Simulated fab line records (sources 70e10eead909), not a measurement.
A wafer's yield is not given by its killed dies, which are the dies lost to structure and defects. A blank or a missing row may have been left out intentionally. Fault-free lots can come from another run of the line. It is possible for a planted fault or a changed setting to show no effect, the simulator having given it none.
Matching of chambers | flow nand harc | cmp-02 running NHARC_A_WL_FILL_CMP_12: 4 sister chambers
The step polishes, t overpolish 30 s, target thk 75 nm. 7 wafers are shown with their chamber, then 7 later ones without.

WAFERS PAIRED WITH THEIR CHAMBERS
wafer  | chamber | motor current A (A) | time to endpoint s (s)
L625.3 | 0       | 11.8                | 18.5
L622.2 | 1       | 12.7                | 15.6
L634.1 | 3       | 12.1                | 17.6
L634.2 | 2       | 12.1                | 18.1
L634.3 | 1       | 13.0                | 12.3
L631.1 | 2       | 13.5                | 18.9
L631.5 | 3       | 12.2                | 18.0

WAFERS WHOSE CHAMBER IS MISSING
wafer  | motor current A (A) | time to endpoint s (s)
L631.6 | 13.1                | 20.7
L640.1 | 13.1                | 20.4
L640.2 | 12.9                | 17.4
L640.4 | 11.8                | 15.2
L642.2 | 11.9                | 17.4
L642.3 | 12.6                | 12.0
L642.4 | 13.0                | 15.3

WHICH CHAMBER EACH ONE RAN IN
wafer  | from the rows above               | in truth
L631.6 | can't be placed: 2 or 3 or 0      | 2
L640.1 | can't be placed: 2 or 3 or 0      | 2
L640.2 | can't be placed: 2 or 3 or 0 or 1 | 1
L640.4 | can't be placed: 3 or 1 or 0 or 2 | 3
L642.2 | can't be placed: 3 or 0 or 2      | 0
L642.3 | 1                                 | 1
L642.4 | can't be placed: 1 or 3 or 2      | 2
Placed correctly: 1 of 7. Cannot be placed on the basis of these rows: 6; the candidates contain the true chamber in 6. Wrongly placed: 0.
How it was worked out, from the rows above alone: a wafer's distance from a chamber is the root of the sum, over the readings, of the square of ((its reading less the chamber's mean) divided by the reading's scatter). If the next closest chamber is less than 2 further off than the closest, the wafer can't be placed; otherwise it belongs to the closest. For every chamber, the mean is computed from those of its wafers that are shown. How the scatter is found: for the shown wafers, subtract from each reading the mean of its chamber, square and add these, divide the total by (wafers less chambers), then take the root.
